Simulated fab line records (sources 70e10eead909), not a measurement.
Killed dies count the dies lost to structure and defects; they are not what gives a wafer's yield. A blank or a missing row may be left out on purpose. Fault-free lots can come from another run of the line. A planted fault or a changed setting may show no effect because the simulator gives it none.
Problem report in the 8D (eight disciplines) form, filled by code / flow nand-harc / the parts of the form that need people (team, actions taken, sign-off) are left out

1. THE ISSUE
killed-at-other at NHARC_END_SORT_01 reads a mean of 632.0 on 1 wafer of 1 lot; wafers without a fault read 0.8 with a standard deviation of 0.98. That is +99 or more standard deviations from the usual mean.
Seen first at day 30 02:13 on prober-01, wafer L613.6. The record holds 3 wafers of 1 lot with a number at this step. By rule, "out" or "out of limits" means more than 4 standard deviations away from the usual mean. All remaining wafers that have a number are taken as sound.

2. WHAT IT IS, WHAT IT ISN'T
question=which readings at this step; is=killed-at-other, defect-limited-yield, killed-dies, sort_bin_2_pct, sort-n-pass, sort-rim-yield-pct, sort-yield-pct; is not=killed-at-array, killed-at-periphery, killed-open, killed-short, sort_bin_3_pct, sort_bin_4_pct
question=which lots; is=L613; is not=-
question=which wafers of those lots; is=L613.6; is not=L613.2, L613.4
question=read on which gauges; is=prober-01; is not=-
question=when; is=from day 30 02:13; is not=up to then (2 sound wafers)

3. THE SUSPECTS, EACH WITH WHAT RULES IT OUT
Counting: if a tool at a process step up to the reading ran every lot that is out, it stays a suspect. Sound lots after the first of them don't rule it out here, since some wafers of a struck lot are sound.
- the gauge at NHARC_END_SORT_01: kept. All the wafers that are out were read on prober-01, and no step on other tools shows them out.
- rie-diel-09 at NHARC_HYBRID_BOND_ACTIVATE_00 (chemistry N2, time 60 s): kept. It ran the lot that is out, L613 (day 28 19:02).
- grinder-01 at NHARC_THIN_TSV_GRIND_00: kept. It ran the lot that is out, L613 (day 29 06:21).
- rie-diel-11 at NHARC_THIN_TSV_ETCHBACK_48 (etches the open film in C4F8/Ar, target depth 1028.5 nm, time 405.17 s): kept. It ran the lot that is out, L613 (day 29 10:56).
- rie-diel-11, NHARC_THIN_TSV_ETCHBACK_48: wafers that are out in chamber 1, sound lot-mates in chambers 0, 3.
Left after counting: rie-diel-09 at NHARC_HYBRID_BOND_ACTIVATE_00, grinder-01 at NHARC_THIN_TSV_GRIND_00, rie-diel-11 at NHARC_THIN_TSV_ETCHBACK_48, prober-01 at NHARC_END_SORT_01.

4. THE CAUSE (what the simulator had put in)
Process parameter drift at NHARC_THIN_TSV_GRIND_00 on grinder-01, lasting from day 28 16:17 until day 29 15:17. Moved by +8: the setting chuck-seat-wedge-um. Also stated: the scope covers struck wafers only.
Of the 4 suspects that counting leaves, this tool is one.

5. SEQUENCE OF EFFECTS, ordered by route
Rows list readings where the struck wafers' mean (over those with a number) sits beyond 3 standard deviations from the usual. Readings are gone through only where the record gives a usual standard deviation; hours: the median, over the lots, of the time from a lot's start at the first step in this table giving one to that lot's start at this step; sigmas: the change measured in usual standard deviations.
hours=0; step=NHARC_END_SORT_01; reading=defect-limited-yield; usual=91.6 %; on struck wafers=0.0; change=-91.6; sigmas=-38
hours=0; step=NHARC_END_SORT_01; reading=killed-at-other; usual=0.8; on struck wafers=632.0; change=+631.2; sigmas=+99 or more
hours=0; step=NHARC_END_SORT_01; reading=killed-dies; usual=57; on struck wafers=677; change=+620; sigmas=+39
hours=0; step=NHARC_END_SORT_01; reading=sort_bin_2_pct; usual=3.0 %; on struck wafers=95.3; change=+92.3; sigmas=+92
hours=0; step=NHARC_END_SORT_01; reading=sort-n-pass; usual=620; on struck wafers=0; change=-620; sigmas=-39
hours=0; step=NHARC_END_SORT_01; reading=sort-rim-yield-pct; usual=90 %; on struck wafers=0; change=-90; sigmas=-22
hours=0; step=NHARC_END_SORT_01; reading=sort-yield-pct; usual=91.6 %; on struck wafers=0.0; change=-91.6; sigmas=-38

6. WHAT WOULD HAVE CAUGHT IT SOONER
In this record the first reading out of limits at a measuring or inspecting step was taken at day 30 02:13, 34 hours after the fault began at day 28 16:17.
Tool readings at NHARC_THIN_TSV_GRIND_00 with a usual standard deviation given in the record: none out on any struck wafer, hence no alarm at a limit of 4 standard deviations on them.
Each of the lots that are out, 1 in all, had begun NHARC_THIN_TSV_GRIND_00 on grinder-01 no later than day 30 02:13. Holding the tool at that point would not have protected any of them.
